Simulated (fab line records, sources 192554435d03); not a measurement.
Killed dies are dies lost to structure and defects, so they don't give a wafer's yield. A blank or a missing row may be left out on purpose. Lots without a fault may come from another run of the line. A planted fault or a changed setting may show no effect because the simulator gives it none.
Which tool did it? | flow n5_finfet | 11 lots, 33 wafers sampled, at 2 steps of a route of 1938

WHAT THE GAUGES READ, wafer by wafer
N5_FIN_SAQP_CD_MEAS_27: target cd 20 nm.
lot  | measured    | on        | cd_nm (nm)
L075 | day 2 05:40 | cd_sem-01 | 20.27 20.79 19.78
L077 | day 2 18:49 | cd_sem-02 | 20.80 20.26 20.56
L081 | day 3 19:37 | cd_sem-01 | 19.89 20.27 21.17
L083 | day 4 06:20 | cd_sem-02 | 20.05 20.35 19.76
L085 | day 4 19:00 | cd_sem-02 | 20.25 20.52 20.21
L087 | day 5 06:50 | cd_sem-03 | 20.37 20.36 20.31
L089 | day 5 18:05 | cd_sem-02 | 19.94 20.27 20.34
L091 | day 6 06:23 | cd_sem-02 | 20.38 19.95 20.33
L093 | day 6 17:35 | cd_sem-02 | 19.83 19.77 20.39
L095 | day 7 06:35 | cd_sem-02 | 20.37 20.83 20.26
L097 | day 7 21:41 | cd_sem-02 | 20.16 20.28 20.24

WHICH TOOL RAN EACH LOT (tool, then ch and the chambers of the sampled wafers, then the start)
lot  | N5_FIN_SAQP_HM_OPEN_73
L075 | rie_diel-01 ch 0,1,3, day 2 03:51
L077 | rie_diel-04 ch 2,3, day 2 16:44
L081 | rie_diel-01 ch 1,3, day 3 16:57
L083 | rie_diel-04 ch 0,2, day 4 04:24
L085 | rie_diel-01 ch 2,3, day 4 17:10
L087 | rie_diel-01 ch 0,1, day 5 04:50
L089 | rie_diel-01 ch 0,1,3, day 5 15:47
L091 | rie_diel-01 ch 2,3, day 6 03:44
L093 | rie_diel-01 ch 0,1,3, day 6 15:46
L095 | rie_diel-05 ch 0,2,3, day 7 04:29
L097 | rie_diel-01 ch 0,2,3, day 7 19:50
- N5_FIN_SAQP_HM_OPEN_73: chemistry CHF3/O2, target SiO2, stops on a-Si, target depth 12 nm, time 16.8 s.

THE ANSWER, worked out from the rows above alone
Rule: what is usual is taken from the lots themselves. Put in order of their means at a reading, lots are off if they are a third of the lots or fewer, leave a main group of 4 or more, and stand apart from it by a gap of 3 or more times the standard deviation of the main group's means; of several such gaps the widest counts. A main group whose means are all the same, to the digits that the tables above print for the reading, isn't used. A lot without any number at a reading at which 4 lots or more have one is off too. The other lots that the step has rows for count as sound.
No lot is off at any reading shown: from this, nothing can be told.

WHAT THE SIMULATOR HAD PUT IN
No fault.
